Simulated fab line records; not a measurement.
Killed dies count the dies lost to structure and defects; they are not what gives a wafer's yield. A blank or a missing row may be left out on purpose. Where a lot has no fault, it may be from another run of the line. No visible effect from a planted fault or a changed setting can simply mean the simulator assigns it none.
Lot-split experiment || flow n5-finfet || 21 wafers read across 7 lots, on a route 1938 steps long

== ON THE SPLIT ==
At N5_SD_EPI_P_EPI_21 (deposits SiGe:B, time 355 s), the setting temp-c was moved away from the recipe's 550 C on 8 of the 21 wafers read, by -0.7% to +0.5%. The other wafers ran this setting at the recipe's value.

== FROM THE SPLIT TO THE READING: what the file shows between them, 5 steps ==
- N5_SD_EPI_P_HM_STRIP_48: strips SiNx in H3PO4, material SiNx, target depth 3 nm
- N5_SD_EPI_P_SRD_49: time 30 s
- N5_SD_EPI_P_PRECLEAN_24: cleans in O3/DIW, time 45 s
- N5_SD_ACTIVATION_RTA_00: time 0 s
- N5_SD_ACTIVATION_LSA_01: time 0.0008 s

== THE READING ==
Measured at N5_SD_ACTIVATION_RS_MEAS_03 by four-point probe: RS_SD_P, in ohm/sq. Fault-free wafers of this fab line usually give 56.0 ohm/sq, standard deviation 0.86 ohm/sq.

{"wafer": "L075.3", "tool, chamber at the split": "epi-rpcvd-03, 0", "temp-c as run, C": 550, "against the recipe": "recipe", "RS_SD_P, ohm/sq": 56.1, "against lot-mates on the recipe": "-"}
{"wafer": "L075.4", "tool, chamber at the split": "epi-rpcvd-03, 0", "temp-c as run, C": 552.5, "against the recipe": "+0.5%", "RS_SD_P, ohm/sq": 52.0, "against lot-mates on the recipe": -4.1}
{"wafer": "L075.5", "tool, chamber at the split": "epi-rpcvd-03, 0", "temp-c as run, C": 552.5, "against the recipe": "+0.5%", "RS_SD_P, ohm/sq": 52.4, "against lot-mates on the recipe": -3.7}
{"wafer": "L077.1", "tool, chamber at the split": "epi-rpcvd-04, 0", "temp-c as run, C": 550, "against the recipe": "recipe", "RS_SD_P, ohm/sq": 56.8, "against lot-mates on the recipe": "-"}
{"wafer": "L077.3", "tool, chamber at the split": "epi-rpcvd-04, 0", "temp-c as run, C": 550, "against the recipe": "recipe", "RS_SD_P, ohm/sq": 56.8, "against lot-mates on the recipe": "-"}
{"wafer": "L077.5", "tool, chamber at the split": "epi-rpcvd-04, 0", "temp-c as run, C": 550, "against the recipe": "recipe", "RS_SD_P, ohm/sq": 56.8, "against lot-mates on the recipe": "-"}
{"wafer": "L080.1", "tool, chamber at the split": "epi-rpcvd-04, 0", "temp-c as run, C": 552.5, "against the recipe": "+0.5%", "RS_SD_P, ohm/sq": 53.0, "against lot-mates on the recipe": -3.2}
{"wafer": "L080.3", "tool, chamber at the split": "epi-rpcvd-04, 0", "temp-c as run, C": 552.5, "against the recipe": "+0.5%", "RS_SD_P, ohm/sq": 52.8, "against lot-mates on the recipe": -3.4}
{"wafer": "L080.4", "tool, chamber at the split": "epi-rpcvd-04, 0", "temp-c as run, C": 550, "against the recipe": "recipe", "RS_SD_P, ohm/sq": 56.2, "against lot-mates on the recipe": "-"}
{"wafer": "L082.3", "tool, chamber at the split": "epi-rpcvd-01, 0", "temp-c as run, C": 546.4, "against the recipe": "-0.7%", "RS_SD_P, ohm/sq": 59.4, "against lot-mates on the recipe": "+4.5"}
{"wafer": "L082.4", "tool, chamber at the split": "epi-rpcvd-01, 0", "temp-c as run, C": 546.4, "against the recipe": "-0.7%", "RS_SD_P, ohm/sq": 59.9, "against lot-mates on the recipe": "+5.0"}
{"wafer": "L082.5", "tool, chamber at the split": "epi-rpcvd-01, 0", "temp-c as run, C": 550, "against the recipe": "recipe", "RS_SD_P, ohm/sq": 54.9, "against lot-mates on the recipe": "-"}
{"wafer": "L087.4", "tool, chamber at the split": "epi-rpcvd-01, 0", "temp-c as run, C": 550, "against the recipe": "recipe", "RS_SD_P, ohm/sq": 55.9, "against lot-mates on the recipe": "-"}
{"wafer": "L087.5", "tool, chamber at the split": "epi-rpcvd-01, 0", "temp-c as run, C": 550, "against the recipe": "recipe", "RS_SD_P, ohm/sq": 55.2, "against lot-mates on the recipe": "-"}
{"wafer": "L087.6", "tool, chamber at the split": "epi-rpcvd-01, 0", "temp-c as run, C": 550, "against the recipe": "recipe", "RS_SD_P, ohm/sq": 55.9, "against lot-mates on the recipe": "-"}
{"wafer": "L090.3", "tool, chamber at the split": "epi-rpcvd-03, 0", "temp-c as run, C": 550, "against the recipe": "recipe", "RS_SD_P, ohm/sq": 55.0, "against lot-mates on the recipe": "-"}
{"wafer": "L090.4", "tool, chamber at the split": "epi-rpcvd-03, 0", "temp-c as run, C": 546.9, "against the recipe": "-0.6%", "RS_SD_P, ohm/sq": 60.1, "against lot-mates on the recipe": "+5.1"}
{"wafer": "L090.6", "tool, chamber at the split": "epi-rpcvd-03, 0", "temp-c as run, C": 546.9, "against the recipe": "-0.6%", "RS_SD_P, ohm/sq": 60.0, "against lot-mates on the recipe": "+5.0"}
{"wafer": "L091.2", "tool, chamber at the split": "epi-rpcvd-03, 0", "temp-c as run, C": 550, "against the recipe": "recipe", "RS_SD_P, ohm/sq": 57.7, "against lot-mates on the recipe": "-"}
{"wafer": "L091.3", "tool, chamber at the split": "epi-rpcvd-03, 0", "temp-c as run, C": 550, "against the recipe": "recipe", "RS_SD_P, ohm/sq": 57.5, "against lot-mates on the recipe": "-"}
{"wafer": "L091.4", "tool, chamber at the split": "epi-rpcvd-03, 0", "temp-c as run, C": 550, "against the recipe": "recipe", "RS_SD_P, ohm/sq": 57.3, "against lot-mates on the recipe": "-"}

FIT RESULTS
A straight line over all 21 wafers: RS_SD_P changes by -6.72 ohm/sq for each +1% of temp-c; r = -0.94; the points scatter about the line by 0.86 ohm/sq.
The same after taking each lot's own level away (the mean of its wafers on the recipe; 21 wafers): -7.96 ohm/sq for each +1%; r = -0.99; scatter 0.33 ohm/sq.
According to that fit, moving temp-c by its largest amount changes the reading by 5.2 ohm/sq.
Measured against the standard deviation above, the lots' own levels, which go from 54.90 to 57.50 ohm/sq, span 3.0 times it.
So the lot-to-lot level changes the slope: the two fits differ.
Check: +5.42 ohm/sq against its lot-mates is what the line predicts for one of the wafers moved furthest among these (-0.7%) when that wafer is left out of the fit. Against them it came out at +4.5 ohm/sq.

== THESE WAFERS: OTHER SPLITS ==
Before the reading, these wafers also passed through other splits. Each is held against what the fit with the lots' levels taken away leaves over:
{"other split on the same wafers": "N5_SD_EPI_N_PEB_07 peb-temp-c", "wafers away from the commonest value": 5, "r with RS_SD_P (lot level and that fit taken away)": "+0.23"}
{"other split on the same wafers": "N5_SD_EPI_P_ETCH_16 target-depth-a", "wafers away from the commonest value": 9, "r with RS_SD_P (lot level and that fit taken away)": "+0.07"}

== THE WHOLE CHAIN: every reading that the file lists as answering this split, in the file's order ==
{"step": "N5_SD_EPI_P_EPI_21", "what it does": "deposits SiGe:B, time 355 s", "reading": "SiGe-B_of_SD_EPI_P_EPI_21.thk-nm (the simulator's own value, which no gauge read)", "change (the file's fit)": "+7.43 nm for each +1% of the setting", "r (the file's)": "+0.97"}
{"step": "N5_SD_EPI_P_HM_STRIP_48", "what it does": "strips SiNx in H3PO4, material SiNx, target depth 3 nm", "reading": "SiGe-B_of_SD_EPI_P_EPI_21.thk-nm (the simulator's own value, which no gauge read)", "change (the file's fit)": "+7.52 nm for each +1% of the setting", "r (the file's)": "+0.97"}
{"step": "N5_SD_ACTIVATION_RS_MEAS_03", "what it does": "measures by four-point-probe", "reading": "RS_SD_P", "change (the file's fit)": "-7.95 for each +1% of the setting", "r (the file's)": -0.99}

== THE FILE'S OWN FIT ==
RS_SD_P changes by -7.95 ohm/sq for each +1% of temp-c, r = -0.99.
